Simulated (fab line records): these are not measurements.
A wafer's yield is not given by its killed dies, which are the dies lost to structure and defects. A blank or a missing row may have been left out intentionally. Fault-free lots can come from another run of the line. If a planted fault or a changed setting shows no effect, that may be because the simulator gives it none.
fab line records | flow n5-finfet
[record] lots = 6 wafers = 18 last-day = 19
route steps=1938 shown BEOL_M10@1514
lots untouched by any fault: they come from a run of this same line in which no faults occurred
start-h: hours from the record's opening day to when the first of the lot's shown wafers began | wait-h: hours since the lot's step before | " as in the row above | L1.1+2: a single row standing in for several wafers | - no value, or no start given | * or withheld: withheld | < > ~ a bound
route shown NAME@n: names a module that has steps shown in the file, with the first one's number in the route | usual: mean/standard deviation of fault-free wafers | same: alike in all rows | chamber/n: place in a boat | sites: readings site by site | _std_site: standard deviation across them | _edge_site: outer sites' mean less inner sites' | radius-mm: how far each site lies from the wafer's centre | mask NAME#n: copy n | behind: the most recent tool/chamber to have shaped the wafer | hold: what put the lot on hold/how long, in hours/how the hold closed | device: the transistor (n, p or np) that didn't switch | end of line: the same wafers' tests at the end of the route | where a step has no rows: the recipe by itself | killed: dies lost to structure and defects at the first sort, not the wafer's yield | map: shows each die of a wafer: x if killed, . if not, _ if none is there
set.NAME: the run value of the setting; set.NAME@STEP: its run value at that earlier step | model.NAME: the simulator's own value behind a step, which no gauge read
a table for each step, a row for each wafer; lots at some steps of the route
services: the hour from which a tool's chamber was out of use, counted from the record's first day as start-h (under 0 if before that day), plus the number of hours and why
[[steps]]
[step N5_BEOL_M10_STRIP_77]
[recipe] chemistry = N2/H2 time-s = 10 power-w = 450 temp-c = 40 pressure-mtorr = 20 rf-frequency-hz = 6e+07 bias-power-w = 7 n2-flow-sccm = 200 h2-flow-sccm = 200
[step N5_BEOL_M10_OCD_MEAS_38]
[usual] trench-depth-nm = 148.2/3
// columns lot.wafer tool chamber start-h wait-h trench-depth-nm
L525.3 ocd-01 - 246.66 - 149.4
L525.4 " - " " 150.0
L525.5 " - " " 144.7
L528.1 ocd-02 - 295.47 - 143.8
L528.4 " - " " 143.5
L528.5 " - " " 146.7
L529.2 ocd-02 - 319.74 - 147.1
L529.3 " - " " 152.1
L529.5 " - " " 145.9
L539.1 ocd-01 - 364.77 - 152.8
L539.4 " - " " 151.8
L539.6 " - " " 146.4
L538.1 ocd-01 - 390.73 - 147.4
L538.4 " - " " 143.7
L538.5 " - " " 150.1
L545.1 ocd-02 - 400.02 - 150.6
L545.3 " - " " 148.2
L545.4 " - " " 146.7
[step N5_BEOL_M10_HM_STRIP_39]
[recipe] chemistry = peroxide-tin-strip material = TiN target-depth-a = 250 temp-c = 50 time-s = 158
[step N5_BEOL_M10_SRD_40]
[recipe] time-s = 30 temp-c = 23 rinse-liquid = diw dry = ipa-marangoni
[step N5_BEOL_M10_PRECLEAN_42]
[recipe] chemistry = residue-remover time-s = 60 temp-c = 40
[step N5_BEOL_M10_SRD_43]
[recipe] time-s = 30 temp-c = 23 rinse-liquid = diw dry = ipa-marangoni
[step N5_BEOL_M10_CD_MEAS_35]
[recipe] target-cd-nm = 70 polarity = opening
[usual] cd-nm = 70.1/0.58
// columns lot.wafer tool chamber start-h wait-h cd-nm
L525.3 cd-sem-02 - 246.82 0.0 69.6
L525.4 " - " " 69.3
L525.5 " - " " 69.5
L528.1 cd-sem-03 - 295.62 0.0 69.7
L528.4 " - " " 70.8
L528.5 " - " " 70.4
L529.2 cd-sem-01 - 319.89 0.0 70.3
L529.3 " - " " 69.4
L529.5 " - " " 70.0
L539.1 cd-sem-02 - 364.92 0.0 68.8
L539.4 " - " " 70.4
L539.6 " - " " 69.6
L538.1 cd-sem-01 - 390.88 0.0 68.8
L538.4 " - " " 69.9
L538.5 " - " " 68.7
L545.1 cd-sem-03 - 400.17 0.0 69.4
L545.3 " - " " 68.7
L545.4 " - " " 69.8
[step N5_BEOL_M10_CURE_72]
[recipe] temp-c = 370 time-s = 120 ambient = DMADMS/He material = SiCOH_lowk
[usual] lamp-power-pct = 52.31/0.051 wafer_temp_C_max = 371.5/0.53
// columns lot.wafer tool chamber start-h wait-h lamp-power-pct wafer_temp_C_max
L525.3 uv-cure-02 2 246.96 0.1 52.32 371.9
L525.4 " 2 " " 52.38 371.6
L525.5 " 2 " " 52.27 371.6
L528.1 uv-cure-02 0 295.66 0.0 52.36 371.4
L528.4 " 0 " " 52.23 371.4
L528.5 " 0 " " 52.26 371.1
L529.2 uv-cure-02 0 319.98 0.1 52.40 371.3
L529.3 " 0 " " 52.31 371.3
L529.5 " 0 " " 52.28 371.0
L539.1 uv-cure-03 1 364.97 0.0 52.35 371.6
L539.4 " 1 " " 52.25 371.7
L539.6 " 1 " " 52.34 372.2
L538.1 uv-cure-02 1 390.93 0.0 52.29 371.5
L538.4 " 1 " " 52.32 371.6
L538.5 " 1 " " 52.40 371.5
L545.1 uv-cure-01 1 400.21 0.0 52.30 370.6
L545.3 " 1 " " 52.27 370.8
L545.4 " 1 " " 52.31 370.9
[step N5_BEOL_M10_DEGAS_44]
[recipe] ambient = vacuum temp-c = 250 time-s = 60
[usual] heater-power-w = 325/24 susceptor-temp-C = 250.00/0.19
// columns lot.wafer tool chamber start-h wait-h heater-power-w susceptor-temp-C
L525.3 pvd-sputter-02 - 248.98 2.0 322 250.06
L525.4 " - " " 310 249.80
L525.5 " - " " 324 249.92
L528.1 pvd-sputter-02 - 296.08 0.4 325 249.75
L528.4 " - " " 284 249.97
L528.5 " - " " 283 249.65
L529.2 pvd-sputter-03 - 320.33 0.3 338 250.14
L529.3 " - " " 283 250.13
L529.5 " - " " 306 250.14
L539.1 pvd-sputter-01 - 365.51 0.5 346 250.17
L539.4 " - " " 347 250.14
L539.6 " - " " 328 249.94
L538.1 pvd-sputter-02 - 391.48 0.5 321 249.81
L538.4 " - " " 322 249.77
L538.5 " - " " 328 249.67
L545.1 pvd-sputter-03 - 400.57 0.3 334 250.00
L545.3 " - " " 370 249.71
L545.4 " - " " 286 249.90
[step N5_BEOL_M10_PRE_CLEAN_45]
[recipe] gas = H2/He time-s = 30 temp-c = 250
[step N5_BEOL_M10_ALD_74]
[recipe] material = TaN target-thk-a = 20 temp-c = 275 ald-precursor-family = PDMAT ald-co-reactant = NH3 pressure-torr = 3 carrier-flow-sccm = 1500 pulse-time-s = 2 purge-time-s = 3 co-reactant-purge-time-s = 2 co-reactant-pulse-time-s = 3 ald-cycles = 40 precursor-vessel-temp-c = 75 precursor-vessel-pressure-torr = 26.25 precursor-vessel-carrier-sccm = 1000
[step N5_BEOL_M10_SURFACE_TREAT_76]
[recipe] gas = Ar time-s = * ion-energy-ev = * ion-current-ma-cm2 = 0.5 pressure-mtorr = * ar-flow-sccm = 30
[usual] ar-flow-sccm = 30.01/0.086 throttle-valve-pct = *
// columns lot.wafer tool chamber start-h wait-h ar-flow-sccm throttle-valve-pct
L525.3 pvd-sputter-02 - 249.37 0.2 29.99 *
L525.4 " - " " 29.92 *
L525.5 " - " " 30.17 *
L528.1 pvd-sputter-02 - 296.48 0.2 29.84 *
L528.4 " - " " 30.16 *
L528.5 " - " " 29.90 *
L529.2 pvd-sputter-01 - 320.92 0.3 30.04 *
L529.3 " - " " 30.03 *
L529.5 " - " " 30.08 *
L539.1 pvd-sputter-03 - 365.91 0.2 30.06 *
L539.4 " - " " 29.98 *
L539.6 " - " " 29.92 *
L538.1 pvd-sputter-02 - 392.26 0.3 29.98 *
L538.4 " - " " 30.12 *
L538.5 " - " " 30.03 *
L545.1 pvd-sputter-03 - 401.19 0.4 30.12 *
L545.3 " - " " 30.06 *
L545.4 " - " " 30.07 *
[step N5_BEOL_M10_CVD_75]
[recipe] material = Co target-thk-a = 20 temp-c = withheld precursor = CCTBA/H2 pressure-torr = 30 time-s = 138.9
// columns lot.wafer tool chamber start-h wait-h
L525.3+4+5 cvd-co-02 0,0,2 249.43 0.0
L528.1+4+5 cvd-co-02 0,1,0 296.66 0.2
L529.2+3+5 cvd-co-02 1,1,2 321.22 0.3
L529.2+3+5 cvd-co-02 1,1,2 321.68 0.4
L539.1+4+6 cvd-co-02 2,1,2 366.05 0.1
L538.1+4+5 cvd-co-01 0,0,1 392.55 0.3
L538.1+4+5 cvd-co-01 0,0,1 392.83 0.2
L545.1+3+4 cvd-co-02 0,1,1 401.25 0.0
[step N5_BEOL_M10_SPUTTER_48]
[recipe] material = Cu target-thk-a = 120 temp-c = -20 bias-v = 60 power-w = 26000 chamber-pressure-pa = 0.13 time-s = 2
[usual] susceptor-temp-C = -19.99/0.1 throttle-valve-pct = 30.2/0.74
// columns lot.wafer tool chamber start-h wait-h susceptor-temp-C throttle-valve-pct
L525.3 pvd-sputter-02 - 249.54 0.1 -20.11 30.4
L525.4 " - " " -20.00 29.3
L525.5 " - " " -19.91 30.5
L528.1 pvd-sputter-03 - 296.77 0.1 -20.01 29.6
L528.4 " - " " -19.88 29.8
L528.5 " - " " -20.14 31.1
L529.2 pvd-sputter-01 - 322.73 1.0 -20.07 29.4
L529.3 " - " " -20.06 29.2
L529.5 " - " " -19.97 29.3
L539.1 pvd-sputter-03 - 366.17 0.1 -20.06 31.2
L539.4 " - " " -20.03 30.0
L539.6 " - " " -19.97 30.1
L538.1 pvd-sputter-02 - 392.94 0.1 -19.93 29.0
L538.4 " - " " -19.99 30.6
L538.5 " - " " -20.16 30.6
L545.1 pvd-sputter-02 - 401.38 0.1 -19.93 31.1
L545.3 " - " " -20.00 30.4
L545.4 " - " " -19.82 30.5
[step N5_BEOL_M10_ECD_50]
[recipe] material = Cu target-thk-a = 3180
[step N5_BEOL_M10_ANNEAL_51]
[recipe] temp-c = 225 time-s = 90 ambient = N2
[usual] wafer_temp_C_max = 226.00/0.29
// columns lot.wafer tool chamber start-h wait-h wafer_temp_C_max
L525.3 rtp-anneal-02 0 249.86 0.1 225.56
L525.4 " 0 " " 225.65
L525.5 " 0 " " 226.06
L528.1 rtp-anneal-02 0 297.16 0.2 225.72
L528.4 " 0 " " 226.14
L528.5 " 0 " " 226.06
L529.2 rtp-anneal-01 0 323.00 0.1 225.68
L529.3 " 0 " " 225.81
L529.5 " 0 " " 225.95
L539.1 rtp-anneal-02 0 366.77 0.4 225.99
L539.4 " 0 " " 226.15
L539.6 " 0 " " 226.00
L538.1 rtp-anneal-01 0 393.31 0.2 225.93
L538.4 " 0 " " 226.50
L538.5 " 0 " " 226.05
L545.1 rtp-anneal-01 0 401.68 0.1 226.31
L545.3 " 0 " " 225.57
L545.4 " 0 " " 226.02
[step N5_BEOL_M10_CMP_52]
[recipe] stop-on = SiCOH_lowk t-overpolish-s = 7 down-force-psi = 1 platen-rpm = 50 clearing-platen-down-force-psi = 1.5 clearing-platen-rpm = 50 post-cmp-clean = cu-alkaline target-thk-nm = 140 clearing-platen-pad-velocity-m-s = 0.99484 pad-velocity-m-s = 0.99484
[usual] barrier-field-endpoint-s = 28.8/0.94 motor-current-A = 6.1/0.33 overpolish-run-s = 7.001/0.0095 time-to-endpoint-s = 66/4
[same] t-overpolish-s = 7
// columns lot.wafer tool chamber start-h wait-h barrier-field-endpoint-s motor-current-A overpolish-run-s time-to-endpoint-s
L525.4 cmp-03 0 250.11 0.2 28.4 5.6 7.008 63
L525.3 " 1 " " 28.2 6.4 7.001 63
L525.5 " 0 " " 29.7 5.5 6.985 65
L528.1 cmp-03 3 297.55 0.3 28.1 6.6 7.006 66
L528.4 " 0 " " 28.8 5.6 7.015 65
L528.5 " 2 " " 28.5 6.2 6.989 62
L529.3 cmp-03 0 323.26 0.2 30.5 5.3 6.992 66
L529.2 " 2 " " 29.7 6.1 7.003 60
L529.5 " 1 " " 30.1 6.4 6.996 61
L539.1 cmp-03 0 367.06 0.3 29.4 5.6 7.008 70
L539.4 " 2 " " 29.7 6.0 6.998 66
L539.6 " 0 " " 29.8 5.3 6.969 69
L538.4 cmp-04 2 393.65 0.2 32.4 5.6 6.991 74
L538.1 " 3 " " 31.3 6.3 6.989 68
L538.5 " 1 " " 33.0 6.5 7.016 76
L545.1 cmp-01 2 401.97 0.3 29.1 6.4 6.996 68
L545.3 " 3 " " 30.7 5.9 6.999 73
L545.4 " 1 " " 29.9 6.2 7.000 68
[step N5_BEOL_M10_THK_MEAS_53]
[recipe] thk-meas-gauge = xrf reads = Cu_of_BEOL_M10_ECD_50
[usual] M10_THK = 142/3.6
// columns lot.wafer tool chamber start-h wait-h M10_THK[nm]
L525.3 film-metro-02 - 250.36 - 142
L525.4 " - " " 145
L525.5 " - " " 138
L528.1 film-metro-01 - 297.77 - 137
L528.4 " - " " 139
L528.5 " - " " 139
L529.2 film-metro-01 - 323.55 - 137
L529.3 " - " " 142
L529.5 " - " " 135
L539.1 film-metro-02 - 367.36 - 148
L539.4 " - " " 144
L539.6 " - " " 140
L538.1 film-metro-02 - 393.91 - 140
L538.4 " - " " 138
L538.5 " - " " 144
L545.1 film-metro-02 - 402.27 - 143
L545.3 " - " " 143
L545.4 " - " " 140
[[services]]
// columns tool chamber start-h hours kind
cvd-co-02 - 223.15 3.8 pm
uv-cure-03 - 225.69 0.9 repair
pvd-sputter-01 - 237.91 1.1 repair
cmp-01 - 251.66 1.4 repair
cmp-01 - 253.25 6.7 pm
cmp-01 - 265.31 4.0 pm
cvd-co-01 - 269.08 2.8 pm
cvd-co-02 - 271.83 6.9 pm
uv-cure-01 - 279.90 0.5 repair
uv-cure-02 - 281.24 7.5 pm
cvd-co-01 - 289.41 7.4 repair
cvd-co-01 - 303.92 14.6 pm
cvd-co-02 0 312.38 18.0 repair
cvd-co-01 - 318.52 6.9 pm
rtp-anneal-01 - 333.08 4.2 pm
cmp-03 - 362.10 4.8 pm
cmp-03 - 370.14 4.0 pm
uv-cure-02 - 373.16 0.4 repair
cvd-co-02 0 374.37 15.2 repair
cvd-co-02 - 379.82 0.4 repair
cvd-co-02 2 382.67 7.4 repair
cmp-03 - 384.58 9.7 pm
uv-cure-02 - 394.84 7.5 pm
cvd-co-01 - 398.81 1.4 repair
[[key]]
[first-sign] step = N5_BEOL_M10_CVD_75 reading = visit direction = added
[effect] step = N5_BEOL_M10_CMP_52 reading = barrier-field-endpoint-s direction = up sigmas = 2.6 usual = 28.8 struck = 31.2
met-at N5_BEOL_M10_CVD_75
struck-wafers L529.2,L529.3,L529.5,L538.1,L538.4,L538.5
[fault] kind = repeated-step-whole tool = cvd-co-01,cvd-co-02 chamber = - onset-h = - steps = N5_BEOL_M10_CVD_75 times = 1 scope = struck-lots-only
